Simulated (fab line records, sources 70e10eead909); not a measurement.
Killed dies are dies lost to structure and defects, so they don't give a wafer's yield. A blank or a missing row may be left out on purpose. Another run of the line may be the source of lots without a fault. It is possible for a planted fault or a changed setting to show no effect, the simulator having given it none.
Chamber matching ; flow nandHarc ; NHARC_A_WL_FILL_CMP_12 on cmp-04 has 4 sister chambers
The step polishes, t overpolish 30 s, target thk 100 nm. 16 wafers are shown with their chamber, then 8 later ones without.

## WAFERS PAIRED WITH THEIR CHAMBERS
wafer;chamber;motorCurrentA (A);overpolishRunS (s);timeToEndpointS (s)
L075.1;1;12.8;30.001;22.5
L075.4;0;12.1;29.988;26.1
L075.6;3;12.5;29.993;24.0
L083.1;2;13.1;30.001;19.1
L083.4;0;12.5;29.998;21.6
L083.6;3;12.3;30.011;17.0
L083.2;1;12.3;29.993;20.6
L083.3;3;12.0;29.988;17.1
L083.5;2;13.2;30.010;18.3
L081.2;3;11.6;30.004;16.4
L081.4;0;13.3;30.000;20.7
L081.6;1;12.9;29.987;18.5
L081.1;1;12.3;30.005;18.6
L081.3;2;13.6;30.018;20.4
L081.5;0;13.0;29.996;20.5
L084.1;0;12.5;29.992;21.9

SIGNATURES (means of the wafers above)
reading;chamber 0;chamber 1;chamber 2;chamber 3;scatter within a chamber
motorCurrentA;12.680;12.575;13.300;12.100;0.387
overpolishRunS;29.99480;29.99650;30.00967;29.99900;0.00795
timeToEndpointS;22.160;20.050;19.267;18.625;2.46
Rule: a wafer's distance from a chamber is the root of the sum, over the readings, of the square of ((its reading less the chamber's mean) divided by the reading's scatter). The wafer belongs to the nearest chamber; if the next one is less than 2 further off, it can't be placed. The scatter is the square root of a quotient: the sum, over the shown wafers, of each reading's squared deviation from its chamber's mean, divided by wafers minus chambers.

## WAFERS MISSING THEIR CHAMBER
wafer;motorCurrentA (A);overpolishRunS (s);timeToEndpointS (s)
L084.2;13.2;29.993;20.0
L084.6;11.7;30.002;23.0
L091.2;14.3;29.997;22.2
L091.3;12.9;29.987;27.3
L091.5;11.8;30.010;22.5
L096.2;12.7;30.002;23.8
L096.3;13.7;29.993;19.3
L096.6;13.1;30.002;23.1

## THE CHAMBER EACH PASSED THROUGH
wafer;from the rows above;in truth
L084.2;can't be placed: 0 or 1 or 2 or 3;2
L084.6;can't be placed: 3 or 1 or 0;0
L091.2;can't be placed: 2 or 0 or 1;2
L091.3;can't be placed: 0 or 1 or 3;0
L091.5;can't be placed: 3 or 1 or 0 or 2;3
L096.2;can't be placed: 0 or 1 or 2 or 3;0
L096.3;can't be placed: 2 or 0 or 1 or 3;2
L096.6;can't be placed: 0 or 2 or 1 or 3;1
Correct placement for 0 of the 8. Unplaceable from these rows: 8, with the true chamber sitting among the candidates in 8. Placed wrongly: 0.
